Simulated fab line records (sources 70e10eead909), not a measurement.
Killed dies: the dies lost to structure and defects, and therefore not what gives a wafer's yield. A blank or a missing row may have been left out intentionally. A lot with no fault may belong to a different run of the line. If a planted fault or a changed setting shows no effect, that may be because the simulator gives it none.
Which tool did it? ; flow nandHarc ; Sampling: 6 lots, 18 wafers, 3 of 1159 route steps

WHAT EACH GAUGE READ, for each wafer
NHARC_P_ZERO_WELL_CD_MEAS_24: the cd target is 720 nm.
lot;measured;on;cdNm (nm)
L845;day 1 20:35;cdSem-03;723.0 725.6 724.8
L847;day 2 08:35;cdSem-03;720.3 717.6 718.5
L849;day 2 20:37;cdSem-02;716.2 720.4 720.2
L852;day 3 14:35;cdSem-03;719.3 721.8 720.0
L865;day 6 20:37;cdSem-03;718.3 723.8 722.0
L867;day 7 08:35;cdSem-01;720.5 720.7 723.1

WHICH TOOL RAN EACH LOT (tool, then ch and the chambers of the sampled wafers, then the start)
lot;NHARC_P_ZERO_WELL_ETCH_65;NHARC_P_ZERO_WELL_EXPOSE_21
L845;rieDiel-04 ch 0,1,2, day 1 19:29;krfScanner-01 ch 0, day 1 20:26
L847;rieDiel-04 ch 0,3, day 2 07:29;krfScanner-03 ch 0, day 2 08:26
L849;rieDiel-07 ch 0,2,3, day 2 19:30;krfScanner-02 ch 0, day 2 20:28
L852;rieDiel-07 ch 0,1,2, day 3 13:30;krfScanner-03 ch 0, day 3 14:26
L865;rieDiel-04 ch 0,3, day 6 19:29;krfScanner-03 ch 0, day 6 20:27
L867;rieDiel-11 ch 0,2, day 7 07:29;krfScanner-02 ch 0, day 7 08:25
- NHARC_P_ZERO_WELL_ETCH_65: etches the open film in N2/H2, target depth 80 nm, overetch 24 nm, time 87.88 s.
- NHARC_P_ZERO_WELL_EXPOSE_21: exposes mask P NWELL, target cd 720 nm.

THE ANSWER, worked out from the rows above alone
Rule: what is usual is taken from the lots themselves. The widest of any qualifying gaps counts: lots, ordered by their means at a reading, are off when they make up no more than a third of the lots, leave a main group of 4 or more, and stand apart from it by 3 or more times the standard deviation of that group's means. Not used: any main group whose means are identical at the precision the tables above print for the reading. A lot without any number at a reading at which 4 lots or more have one is off too. All remaining lots with rows at the step are treated as sound.
No lot is off at any reading shown: from this, nothing can be told.

WHAT WAS PUT IN BY THE SIMULATOR
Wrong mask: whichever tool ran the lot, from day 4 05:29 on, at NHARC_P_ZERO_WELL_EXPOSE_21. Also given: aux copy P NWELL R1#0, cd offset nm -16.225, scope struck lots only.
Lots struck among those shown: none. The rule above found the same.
